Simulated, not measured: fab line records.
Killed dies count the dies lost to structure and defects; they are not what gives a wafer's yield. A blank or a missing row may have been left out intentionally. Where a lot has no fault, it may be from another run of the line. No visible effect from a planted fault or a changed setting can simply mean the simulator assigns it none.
fab line records	flow n5Finfet
record: lots: 6	wafers: 18	lastDay: 19
route steps=1938 shown BEOL_M9@1406
lots that met no fault: taken from a fault-free run of the same line
startH: hours from the record's first day to the start of the lot's first wafer shown	waitH: time in hours since the lot's previous step	" unchanged from the row above	L1.1+2: a single row standing in for several wafers	- no value, or no start was given	* or withheld: withheld	< > ~ a bound
route shown NAME@n: NAME is a module with steps in the file, n the number in the route of the first one	usual: average and standard deviation across the fault-free wafers	same: alike in all rows	chamber/n: place in a boat	sites: per-site readings	_std_site: standard deviation across them	_edge_site: mean of outer sites minus mean of inner sites	radiusMm: for every site, how far away it sits from the centre of the wafer	mask NAME#n: copy n	behind: the last tool/chamber to shape the wafer	hold: what put the lot on hold/how long, in hours/how the hold closed	device: which transistor (n, p or np) failed to switch	end of line: tests run on the same wafers once the route is complete	for a step that has no rows: nothing shown but its recipe	killed: dies that structure and defects cost at the first sort, which is not the same as the wafer's yield	map: dies across one wafer; x = killed, . = not, _ = none there
set.NAME: the setting the step ran with; set.NAME@STEP: the setting that earlier step ran with	model.NAME: the simulator's own value behind a step, which no gauge read
lots at selected steps of the route; one table per step, one row per wafer
services: when a tool's chamber went out of use (startH, in hours from the record's first day, below 0 if earlier), for how many hours, and the reason
== steps ==
step: N5_BEOL_M9_COAT_59
recipe: resist: SOC	tempC: 250	timeS: 60	spinRpm: 1500	resistThkNm: 100
step: N5_BEOL_M9_COAT_60
recipe: resist: SiARC	tempC: 220	timeS: 60	spinRpm: 1500	resistThkNm: 30
step: N5_BEOL_M9_COAT_05
recipe: resist: CAR-ArF	spinRpm: 1500	resistThkNm: 90
step: N5_BEOL_M9_EBR_07
recipe: solvent: PGMEA	ebrWidthMm: 1.5
step: N5_BEOL_M9_SOFTBAKE_06
recipe: tempC: 110	timeS: 60	resist: CAR-ArF
step: N5_BEOL_M9_EXPOSE_08
recipe: maskId: M9	na: 1.35	sourceShape: dipole	sigmaInner: 0.411	sigmaOuter: 0.611	polarization: te	doseMj: 53.75
step: N5_BEOL_M9_PEB_09
recipe: pebTempC: withheld	pebTimeS: 60	resist: CAR-ArF
step: N5_BEOL_M9_DEVELOP_10
recipe: developTimeS: 30	developer: TMAH	resist: CAR-ArF	rinseLiquid: diw	dry: airSpin	devTempC: 23
step: N5_BEOL_M9_CD_MEAS_11
recipe: targetCdNm: 64.1	landingEnergyEv: 500	detector: seInlens	polarity: opening
usual: cdNm: 64.3/0.55
lot.wafer	tool	chamber	startH	waitH	cdNm
L310.1	cdSem-01	0	271.78	-	64.4
L310.3	"	0	"	"	64.3
L310.5	"	0	"	"	64.8
L313.1	cdSem-03	0	276.05	-	64.9
L313.2	"	0	"	"	64.6
L313.3	"	0	"	"	64.5
L321.1	cdSem-02	0	356.17	-	64.1
L321.5	"	0	"	"	64.0
L321.6	"	0	"	"	63.0
L324.3	cdSem-02	0	362.73	-	63.5
L324.5	"	0	"	"	64.3
L324.6	"	0	"	"	63.7
L326.2	cdSem-03	0	385.96	-	65.4
L326.3	"	0	"	"	64.5
L326.6	"	0	"	"	64.4
L328.2	cdSem-01	0	386.25	-	64.9
L328.3	"	0	"	"	65.0
L328.4	"	0	"	"	65.2
step: N5_BEOL_M9_OVL_MEAS_12
recipe: pointsPerWafer: 44
usual: M9_OVL: -0.5/0.78
lot.wafer	tool	chamber	startH	waitH	M9_OVL[nm]
L310.1	overlay-01	0	271.81	0.0	0.3
L310.3	"	0	"	"	-0.8
L310.5	"	0	"	"	0.4
L313.1	overlay-01	0	276.08	0.0	-1.5
L313.2	"	0	"	"	-1.2
L313.3	"	0	"	"	-0.8
L321.1	overlay-02	0	356.20	0.0	0.1
L321.5	"	0	"	"	-0.1
L321.6	"	0	"	"	-0.2
L324.3	overlay-01	0	362.76	0.0	0.1
L324.5	"	0	"	"	-0.4
L324.6	"	0	"	"	0.4
L326.2	overlay-02	0	385.99	0.0	-1.6
L326.3	"	0	"	"	-0.6
L326.6	"	0	"	"	-2.0
L328.2	overlay-01	0	386.28	0.0	0.4
L328.3	"	0	"	"	-0.1
L328.4	"	0	"	"	-1.0
step: N5_BEOL_M9_INSPECT_13
recipe: mode: adi	inspectInstrument: brightfield
usual: rawDefectCount: 389/80
lot.wafer	tool	chamber	startH	waitH	rawDefectCount
L310.1	defectInspect-02	-	271.83	0.0	420
L310.3	"	-	"	"	408
L310.5	"	-	"	"	558
L313.1	defectInspect-02	-	276.10	0.0	427
L313.2	"	-	"	"	431
L313.3	"	-	"	"	347
L321.1	defectInspect-01	-	356.22	0.0	301
L321.5	"	-	"	"	329
L321.6	"	-	"	"	490
L324.3	defectInspect-01	-	362.78	0.0	301
L324.5	"	-	"	"	442
L324.6	"	-	"	"	255
L326.2	defectInspect-01	-	386.01	0.0	318
L326.3	"	-	"	"	336
L326.6	"	-	"	"	395
L328.2	defectInspect-02	-	386.31	0.0	360
L328.3	"	-	"	"	377
L328.4	"	-	"	"	378
step: N5_BEOL_M9_DESCUM_16
recipe: chemistry: O2	timeS: 7.9	sourcePowerW: 50	biasPowerW: 20	pressureMtorr: 20	rfFrequencyHz: 2.712e+07	tempC: 40	resist: CAR-ArF	o2FlowSccm: 225
usual: drypumpMotorCurrentA: 5.6/0.31	oesProductAu: 0.75/0.071	rfVppV: 243.3/1.3	showerheadPlenumPTorr: 2.11/0.065	throttleValvePct: 20.70/0.2
lot.wafer	tool	chamber	startH	waitH	drypumpMotorCurrentA	oesProductAu	rfHoursCounterH	rfVppV	showerheadPlenumPTorr	throttleValvePct
L310.1	rieDiel-03	2	272.06	0.2	5.3	0.74	168	241.6	2.09	20.81
L310.3	"	0	"	"	5.4	0.73	199	242.7	2.09	20.64
L310.5	"	0	"	"	5.4	0.73	-	242.3	2.09	20.64
L313.1	rieDiel-02	1	276.14	0.0	5.6	0.71	209	244.4	2.16	20.74
L313.2	"	2	"	"	5.6	0.69	218	242.8	2.04	20.65
L313.3	"	3	"	"	5.1	0.91	42	244.7	2.24	20.66
L321.1	rieDiel-01	2	356.26	0.0	5.5	0.69	227	244.0	2.14	20.83
L321.5	"	1	"	"	6.1	0.70	-	242.5	2.06	20.76
L321.6	"	2	"	"	5.5	0.68	-	243.3	2.14	20.83
L324.3	rieDiel-03	0	362.89	0.1	5.4	0.72	222	241.7	2.09	20.65
L324.5	"	2	"	"	5.3	0.73	-	241.4	2.08	20.84
L324.6	"	3	"	"	5.5	0.71	-	242.9	2.08	21.01
L326.2	rieDiel-03	1	386.07	0.1	5.9	0.86	52	244.3	2.21	20.55
L326.3	"	3	"	"	5.5	0.71	249	239.8	2.08	21.00
L326.6	"	0	"	"	5.4	0.71	-	242.8	2.08	20.67
L328.2	rieDiel-02	1	386.75	0.4	5.6	0.69	245	242.8	2.15	20.79
L328.3	"	3	"	"	5.0	0.86	80	244.8	2.23	20.70
L328.4	"	2	"	"	5.6	0.99	1	243.3	2.03	20.27
step: N5_BEOL_M9_ETCH_61
recipe: chemistry: CF4	target: SiARC	targetDepthA: 390	maskMaterial: CAR-ArF	timeS: 65	ionEnergyEv: 80	pressureMtorr: 40	sourceW: 545	biasW: 36	Ar_flow_sccm: 100	cf4FlowSccm: 100	ends: cleared
usual: biasW: 35.99/0.1	cf4FlowSccm: 99.97/0.29	drypumpMotorCurrentA: 5.6/0.32	etchRfOnTimeS: 64.6/1.3	oesProductAu: 0.64/0.063	rfVppV: 184.1/1.1	showerheadPlenumPTorr: 2.15/0.061	throttleValvePct: 15.87/0.19
lot.wafer	tool	chamber	startH	waitH	biasW	cf4FlowSccm	drypumpMotorCurrentA	etchRfOnTimeS	oesProductAu	rfHoursCounterH	rfVppV	showerheadPlenumPTorr	throttleValvePct	model.CAR-ArF_of_BEOL_M9_COAT_05.thkNm
L310.1	rieDiel-03	2	272.10	0.0	-	-	-	-	-	-	-	-	-	83.6
L310.3	"	0	"	"	-	-	-	-	-	-	-	-	-	83.2
L310.5	"	0	"	"	-	-	-	-	-	-	-	-	-	83.4
L313.1	rieDiel-02	1	276.17	0.0	-	-	-	-	-	-	-	-	-	83.6
L313.2	"	2	"	"	-	-	-	-	-	-	-	-	-	83.8
L313.3	"	3	"	"	-	-	-	-	-	-	-	-	-	83.6
L321.1	rieDiel-01	2	356.31	0.0	36.28	100.27	5.5	65.0	0.59	227	185.8	2.19	16.13	55.4
L321.5	"	1	"	"	35.91	99.63	6.1	66.2	0.60	-	183.8	2.11	15.98	55.4
L321.6	"	2	"	"	36.10	100.32	5.5	65.3	0.59	-	184.6	2.19	16.13	55.2
L324.3	rieDiel-03	0	362.92	0.0	36.01	100.19	5.4	64.3	0.61	222	184.7	2.12	15.78	56.2
L324.5	"	2	"	"	36.04	99.57	5.3	64.1	0.62	-	183.4	2.12	15.98	56.2
L324.6	"	3	"	"	36.04	99.73	5.4	65.6	0.60	-	183.5	2.12	16.10	56.2
L326.2	rieDiel-03	1	386.10	0.0	35.81	100.20	5.9	62.5	0.74	52	186.3	2.25	15.64	55.4
L326.3	"	3	"	"	36.00	99.46	5.5	65.7	0.59	249	184.1	2.11	16.10	55.6
L326.6	"	0	"	"	35.98	99.66	5.4	64.5	0.60	-	184.2	2.12	15.81	55.2
L328.2	rieDiel-02	1	386.79	0.0	36.01	99.53	5.6	66.6	0.59	245	185.8	2.19	15.93	55.6
L328.3	"	3	"	"	36.02	100.20	5.0	63.9	0.73	80	184.6	2.27	15.80	55.2
L328.4	"	2	"	"	36.00	100.21	5.7	60.9	0.87	1	183.6	2.12	15.58	55.2
step: N5_BEOL_M9_ETCH_62
recipe: chemistry: N2/H2	target: SOC	targetDepthA: 1100	overetchA: 220	maskMaterial: SiARC	tempC: 40	timeS: 165	ionEnergyEv: 200	pressureMtorr: 30	sourceW: 840	biasW: 150	n2FlowSccm: 200	h2FlowSccm: 200
usual: biasW: 150.0/0.45	chamberPressureMTorr: 29.999/0.028	drypumpMotorCurrentA: 5.6/0.32	oesProductAu: 0.63/0.057	rfVppV: 524.2/2.4	showerheadPlenumPTorr: 2.56/0.079	throttleValvePct: 18.11/0.18
lot.wafer	tool	chamber	startH	waitH	biasW	chamberPressureMTorr	drypumpMotorCurrentA	oesProductAu	rfHoursCounterH	rfVppV	showerheadPlenumPTorr	throttleValvePct
L310.1	rieDiel-03	2	272.15	0.0	149.6	30.036	5.3	0.27	168	524.5	2.52	17.98
L310.3	"	0	"	"	150.3	29.983	5.4	0.27	199	522.8	2.54	18.07
L310.5	"	0	"	"	149.8	29.981	5.4	0.27	-	523.5	2.53	18.06
L313.1	rieDiel-02	1	276.22	0.0	149.7	30.006	5.6	0.27	209	525.0	2.63	18.11
L313.2	"	2	"	"	150.3	29.990	5.6	0.26	218	522.0	2.51	18.12
L313.3	"	3	"	"	150.8	30.002	5.0	0.34	42	527.4	2.69	17.78
L321.1	rieDiel-01	2	356.38	0.1	149.5	30.019	5.5	0.59	227	524.8	2.62	18.30
L321.5	"	1	"	"	149.2	30.022	6.1	0.60	-	521.7	2.51	18.28
L321.6	"	2	"	"	149.5	30.030	5.5	0.59	-	526.9	2.62	18.29
L324.3	rieDiel-03	0	362.97	0.0	150.1	30.012	5.4	0.60	222	524.6	2.53	18.16
L324.5	"	2	"	"	149.7	30.033	5.3	0.60	-	523.0	2.51	18.07
L324.6	"	3	"	"	150.1	29.999	5.5	0.60	-	523.2	2.49	18.29
L326.2	rieDiel-03	1	386.15	0.0	149.7	29.941	5.9	0.71	52	528.3	2.69	18.01
L326.3	"	3	"	"	150.2	29.997	5.5	0.60	249	524.2	2.49	18.31
L326.6	"	0	"	"	149.4	29.919	5.4	0.60	-	522.6	2.52	18.19
L328.2	rieDiel-02	1	386.84	0.0	149.5	29.968	5.6	0.59	245	526.2	2.62	18.20
L328.3	"	3	"	"	149.9	29.994	5.1	0.71	80	529.6	2.68	17.91
L328.4	"	2	"	"	150.1	29.981	5.7	0.82	1	522.2	2.50	17.76
step: N5_BEOL_M9_STRIP_68
recipe: chemistry: N2/H2	tempC: 40	n2FlowSccm: 200	h2FlowSccm: 200	rfFrequencyHz: 6e+07
step: N5_BEOL_M9_STRIP_67
recipe: chemistry: CF4	resist: SiARC	powerW: 300	biasPowerW: 75	pressureMtorr: 50	cf4FlowSccm: 150	rfFrequencyHz: 6e+07
usual: drypumpMotorCurrentA: 5.6/0.31	oesProductAu: 0.74/0.066	rfVppV: 271.3/1.4	showerheadPlenumPTorr: 1.80/0.05	throttleValvePct: 13.85/0.21
lot.wafer	tool	chamber	startH	waitH	drypumpMotorCurrentA	oesProductAu	rfHoursCounterH	rfVppV	showerheadPlenumPTorr	throttleValvePct
L310.1	rieDiel-03	2	272.30	0.0	5.4	0.74	168	270.8	1.79	13.92
L310.3	"	0	"	"	5.4	0.72	199	268.9	1.77	13.71
L310.5	"	0	"	"	5.4	0.72	-	270.4	1.77	13.69
L313.1	rieDiel-02	1	276.37	0.0	5.6	0.72	209	272.1	1.84	13.83
L313.2	"	2	"	"	5.7	0.71	218	269.7	1.78	14.01
L313.3	"	3	"	"	5.0	0.90	42	273.0	1.90	13.62
L321.1	rieDiel-01	2	356.60	0.0	5.5	0.70	227	271.5	1.85	14.17
L321.5	"	1	"	"	6.0	0.70	-	270.1	1.76	13.95
L321.6	"	2	"	"	5.5	0.69	-	272.1	1.85	14.19
L324.3	rieDiel-03	0	363.12	0.0	5.4	0.71	222	270.4	1.77	13.73
L324.5	"	2	"	"	5.3	0.72	-	271.2	1.78	13.97
L324.6	"	3	"	"	5.5	0.71	-	270.5	1.77	14.07
L326.2	rieDiel-03	1	386.30	0.0	5.9	0.84	52	273.1	1.88	13.61
L326.3	"	3	"	"	5.5	0.71	249	269.1	1.77	14.09
L326.6	"	0	"	"	5.4	0.70	-	269.9	1.77	13.76
L328.2	rieDiel-02	1	386.98	0.0	5.6	0.69	245	272.1	1.83	13.91
L328.3	"	3	"	"	5.0	0.85	80	273.9	1.89	13.73
L328.4	"	2	"	"	5.6	0.96	1	269.7	1.78	13.49
step: N5_BEOL_M9_HM_OPEN_17
recipe: chemistry: Cl2/BCl3	targetDepthA: 200	overetchA: 60	target: TiN	maskMaterial: SOC	ionEnergyEv: 150	pressureMtorr: 10	icpW: 1000	biasW: 126	Cl2_flow_sccm: 53.25	bcl3FlowSccm: 21.75	Ar_flow_sccm: 25
usual: drypumpMotorCurrentA: 5.7/0.48	oesProductAu: 0.67/0.082	throttleValvePct: 22.06/0.22
lot.wafer	tool	chamber	startH	waitH	drypumpMotorCurrentA	oesProductAu	rfHoursCounterH	throttleValvePct
L310.1	rieMetal-01	1	272.34	0.0	4.9	0.22	124	23.06
L310.3	"	1	"	"	4.9	0.23	-	23.07
L310.5	"	1	"	"	4.9	0.23	-	23.06
L313.1	rieMetal-02	0	276.41	0.0	5.4	0.31	20	22.80
L313.2	"	1	"	"	5.7	0.28	46	22.44
L313.3	"	1	"	"	5.7	0.29	-	22.44
L321.1	rieMetal-03	1	356.65	0.0	5.5	0.70	27	21.93
L321.5	"	0	"	"	6.4	0.69	-	22.25
L321.6	"	1	"	"	5.5	0.71	-	21.93
L324.3	rieMetal-01	1	363.22	0.1	4.9	0.75	-	21.92
L324.5	"	1	"	"	5.0	0.75	-	21.92
L324.6	"	1	"	"	5.0	0.75	-	21.93
L326.2	rieMetal-03	0	386.34	0.0	6.4	0.66	40	22.27
L326.3	"	0	"	"	6.4	0.67	-	22.28
L326.6	"	0	"	"	6.4	0.67	-	22.25
L328.2	rieMetal-03	1	387.02	0.0	5.5	0.70	30	21.93
L328.3	"	1	"	"	5.5	0.71	-	21.93
L328.4	"	0	"	"	6.4	0.67	-	22.27
step: N5_BEOL_M9_STRIP_19
recipe: chemistry: O2	powerW: 400	tempC: 40	pressureMtorr: 30	rfFrequencyHz: 6e+07	biasPowerW: 0	overashFraction: 0.2	o2FlowSccm: 225
usual: drypumpMotorCurrentA: 5.7/0.36	oesProductAu: 0.75/0.072	rfVppV: 3.6/0.52	showerheadPlenumPTorr: 2.10/0.074	throttleValvePct: 16.91/0.21
lot.wafer	tool	chamber	startH	waitH	drypumpMotorCurrentA	oesProductAu	rfHoursCounterH	rfVppV	showerheadPlenumPTorr	throttleValvePct
L310.1	rieDiel-01	3	272.55	0.2	6.5	0.71	209	3.7	1.98	16.77
L310.3	"	0	"	"	5.7	0.69	214	3.2	2.10	17.04
L310.5	"	3	"	"	6.5	0.72	-	3.1	1.98	16.76
L313.1	rieDiel-01	1	276.52	0.1	6.0	0.73	210	4.1	2.07	16.98
L313.2	"	0	"	"	5.7	0.70	215	3.1	2.09	17.04
L313.3	"	3	"	"	6.4	0.71	210	4.1	1.98	16.75
L321.1	rieDiel-03	2	356.76	0.1	5.3	0.73	190	5.0	2.08	17.09
L321.5	"	3	"	"	5.5	0.72	-	3.0	2.09	17.23
L321.6	"	0	"	"	5.4	0.71	-	3.8	2.09	16.91
L324.3	rieDiel-02	0	363.36	0.1	5.8	0.80	104	3.1	2.04	16.45
L324.5	"	0	"	"	5.8	0.80	-	4.0	2.04	16.40
L324.6	"	3	"	"	5.0	0.87	-	3.2	2.23	16.90
L326.2	rieDiel-02	2	386.49	0.1	5.6	0.99	1	2.8	2.04	16.49
L326.3	"	0	"	"	5.8	0.80	113	4.0	2.04	16.44
L326.6	"	0	"	"	5.8	0.79	-	3.5	2.04	16.45
L328.2	rieDiel-03	0	387.14	0.1	5.4	0.71	230	3.2	2.09	16.93
L328.3	"	3	"	"	5.5	0.71	250	2.9	2.08	17.25
L328.4	"	2	"	"	5.3	0.72	198	5.2	2.08	17.09
step: N5_BEOL_M9_CD_MEAS_18
recipe: pitchNm: 140	targetCdNm: 70
usual: cdNm: 70.1/0.69
lot.wafer	tool	chamber	startH	waitH	cdNm
L310.1	cdSem-03	-	272.62	0.0	-
L310.3	"	-	"	"	-
L310.5	"	-	"	"	-
L313.1	cdSem-03	-	276.59	0.0	-
L313.2	"	-	"	"	-
L313.3	"	-	"	"	-
L321.1	cdSem-03	-	356.83	0.0	69.9
L321.5	"	-	"	"	68.8
L321.6	"	-	"	"	69.1
L324.3	cdSem-01	-	363.44	0.1	69.4
L324.5	"	-	"	"	71.1
L324.6	"	-	"	"	69.5
L326.2	cdSem-02	-	386.57	0.1	70.8
L326.3	"	-	"	"	69.5
L326.6	"	-	"	"	70.1
L328.2	cdSem-01	-	387.21	0.1	69.5
L328.3	"	-	"	"	71.0
L328.4	"	-	"	"	71.0
step: N5_BEOL_M9_COAT_63
recipe: resist: SOC	tempC: 250	timeS: 60	spinRpm: 1500	resistThkNm: 60
== services ==
tool	chamber	startH	hours	kind
rieMetal-01	0	257.63	-	clean
rieMetal-01	0	257.63	19.7	scheduledDown
rieMetal-01	0	257.63	19.7	ventCycle
rieDiel-03	0	260.05	1.3	repair
rieMetal-01	1	277.35	-	clean
rieMetal-01	1	277.35	10.3	scheduledDown
rieMetal-01	1	277.35	10.3	ventCycle
rieMetal-01	-	308.64	2.8	pm
rieDiel-03	-	329.81	14.6	pm
rieMetal-02	0	330.54	9.5	repair
rieDiel-01	-	333.19	2.8	pm
rieMetal-01	0	359.58	12.0	repair
rieDiel-02	2	368.90	-	clean
rieDiel-02	2	368.90	-	consumableReplace:focusRing
rieDiel-02	2	368.90	14.5	scheduledDown
rieDiel-02	2	368.90	14.5	ventCycle
rieDiel-01	1	381.97	-	clean
rieDiel-01	1	381.97	-	consumableReplace:focusRing
rieDiel-01	1	381.97	14.6	scheduledDown
rieDiel-01	1	381.97	14.6	ventCycle
== key ==
firstSign: step: N5_BEOL_M9_ETCH_61	reading: toolRecord	direction: missing
effect: step: N5_BEOL_M9_ETCH_62	reading: oesProductAu	direction: down	sigmas: 6.2	usual: 0.63	struck: 0.28
effect: step: N5_BEOL_M9_HM_OPEN_17	reading: oesProductAu	direction: down	sigmas: 5	usual: 0.67	struck: 0.26
effect: step: N5_BEOL_M9_CD_MEAS_18	reading: cdNm	direction: missing
modelEffect: step: N5_BEOL_M9_ETCH_61	value: CAR-ArF_of_BEOL_M9_COAT_05.thkNm	without: 55.6	struck: 83.53
metAt N5_BEOL_M9_ETCH_61
struckWafers L310.1,L310.3,L310.5,L313.1,L313.2,L313.3
laterRowsLeftOut L310.1,L310.3,L310.5,L313.1,L313.2,L313.3
sortLeftOut L310.1,L310.3,L310.5,L313.1,L313.2,L313.3
fault: kind: skippedStepWhole	tool: rieDiel-02,rieDiel-03	chamber: -	onsetH: 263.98	steps: N5_BEOL_M9_ETCH_61	scope: struckLotsOnly
sortLeftOut: the simulated sort isn't trusted on such a fault, so these wafers' sort isn't shown, and their yield isn't known
laterRowsLeftOut: the simulator's readings of these wafers behind a module that went badly wrong aren't trusted and aren't shown, but for the sort
